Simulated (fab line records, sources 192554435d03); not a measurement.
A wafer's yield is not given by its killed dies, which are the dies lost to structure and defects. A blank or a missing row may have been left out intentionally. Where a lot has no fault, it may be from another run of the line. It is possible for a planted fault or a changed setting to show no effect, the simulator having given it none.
Comparing a struck lot with a sound one ; flow n5 finfet ; 26 out of 1938 route steps
Sound: the wafers L192.2, L192.3, L192.6. Struck: wafers L185.4, L185.5, L185.6. Last of all comes the cause.
At each step with rows: each side's tool, then ch and its chambers, then its first start. Under that, the readings that differ: sound wafers ; struck wafers ; difference of the means ; sigmas: that difference in standard deviations of wafers without a fault.
alike: a reading whose means differ by less than 2 such deviations, as well as words and numbers matching on both sides. not compared: withheld readings; readings where some wafer has no value; bounds like >300 that might hide an equal value; numbers whose values overlap and for which the record gives no deviation.
A row with sigmas, a row that says differs or no value, or rows on one side alone: a step with any of these is where the two part. When numbers do not overlap yet have no deviation, they are printed without sigmas and do not part them. Lack of a reading on every wafer of one side parts them only where that side has two or more wafers.

first, 9 steps without rows for these wafers: N5_MOL_CONTACT_COAG_ANNEAL_112 (time 1800 s); N5_BEOL_M0_SAQP_PECVD_00 (deposits SiCN from 3MS/NH3, target thk 8 nm, time 14 s); N5_BEOL_M0_SAQP_ILD_DEP_01 (deposits SiOC from DEMS/O2, target thk 45.419 nm, time 8.7 s); N5_BEOL_M0_SAQP_HM_DEP_02 (deposits TiN, target thk 12 nm); N5_BEOL_M0_SAQP_PECVD_03 (deposits SiCN from 3MS/NH3, target thk 12 nm, time 21.1 s); N5_BEOL_M0_SAQP_PECVD_96 (deposits a-Si from SiH4/He, target thk 45 nm, time 45.2 s); N5_BEOL_M0_SAQP_PECVD_97 (deposits SiNx from SiH4/NH3/N2, target thk 23 nm, time 19.9 s); N5_BEOL_M0_SAQP_PECVD_04 (deposits a-Si from SiH4/He, target thk 60 nm, time 60.2 s); N5_BEOL_M0_SAQP_HM_DEP_111 (deposits SiO2 from SiH4/N2O, target thk 12 nm, time 7.2 s).
N5_BEOL_M0_SAQP_COAT_81: time 60 s, resist thk 100 nm.
  sound on litho track-02 ch 0, day 9 19:52; struck on litho track-05 ch 0, day 8 06:29
reading;sound;struck;difference;sigmas
spin speed rpm (rpm);1500.0 1499.4 1501.4;1452.7 1454.9 1453.7;-46.5;-47
model.SOC_of_BEOL_M0_SAQP_COAT_81.thk nm (nm);99.8 100.2 100.2;102.2 102 102;+2.0;
  alike: exhaust pa
then, 9 steps without rows for these wafers: N5_BEOL_M0_SAQP_COAT_82 (time 60 s, resist thk 30 nm); N5_BEOL_M0_SAQP_COAT_08 (resist thk 90 nm); N5_BEOL_M0_SAQP_EBR_10; N5_BEOL_M0_SAQP_SOFTBAKE_09 (time 60 s); N5_BEOL_M0_SAQP_EXPOSE_11 (exposes mask M0 CORE, target cd 42 nm); N5_BEOL_M0_SAQP_PEB_12 (peb time 60 s); N5_BEOL_M0_SAQP_DEVELOP_13 (develop time 30 s); N5_BEOL_M0_SAQP_DESCUM_19 (chemistry O2, time 7.9 s); N5_BEOL_M0_SAQP_ETCH_83 (etches SiARC in CF4, target depth 39 nm, time 65 s).
N5_BEOL_M0_SAQP_ETCH_84: etches SOC in N2/H2, target depth 100 nm, overetch 20 nm, time 150 s.
  sound on rie diel-04 ch 2,3, day 9 20:16; struck on rie diel-04 ch 0,1,3, day 8 07:05
reading;sound;struck;difference;sigmas
model.etch.depth nm (nm);99.79 100.2 100.1;102.2 102.1 102;+2.1;
  alike: drypump motor current A, h2 flow sccm, oes product au, rf fwd power W, rf vpp V, showerhead plenum p Torr, throttle valve pct
  not compared: rf hours counter h
then, 3 steps without rows for these wafers: N5_BEOL_M0_SAQP_STRIP_80 (strips in N2/H2); N5_BEOL_M0_SAQP_HM_OPEN_112 (chemistry CHF3/O2, target SiO2, stops on a-Si, target depth 12 nm, time 13.5 s); N5_BEOL_M0_SAQP_STRIP_113 (strips in CHF3/O2).
N5_BEOL_M0_SAQP_MANDREL_ETCH_20: etches a-Si in HBr/Cl2, stops on SiNx, target depth 60 nm, bt time 10 s, time 30 s.
  sound on rie si-02 ch 0,1,2, day 9 20:28; struck on rie si-06 ch 0,1,2, day 8 07:13
reading;sound;struck;difference;sigmas
model.SOC_of_BEOL_M0_SAQP_COAT_81.thk nm (nm);76.2 76.2 76.8;77.6 78.4 77.6;+1.5;
  alike: drypump motor current A, oes product au, rf fwd power W, throttle valve pct
  not compared: rf hours counter h
then, 1 step without rows for these wafers: N5_BEOL_M0_SAQP_STRIP_86 (strips in N2/H2).
N5_BEOL_M4_RC_MEAS_101:
  sound on prober-01 ch 0, day 12 05:32; struck on prober-02 ch 0, day 10 00:35
  alike: DIBL_N, DIBL_P, IOFF_N, IOFF_P, ION_N, ION_P, SS_N, SS_P, VT_N, VT_P

== WHERE THEY PART ==
N5_BEOL_M0_SAQP_COAT_81 only, going by this record. Later steps at which nothing parts them and some readings are alike: N5_BEOL_M0_SAQP_ETCH_84, N5_BEOL_M0_SAQP_MANDREL_ETCH_20, N5_BEOL_M4_RC_MEAS_101.

WHY: whatever the simulator had introduced
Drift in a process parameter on litho track-05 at N5_BEOL_M0_SAQP_COAT_81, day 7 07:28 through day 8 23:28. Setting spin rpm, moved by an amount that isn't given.
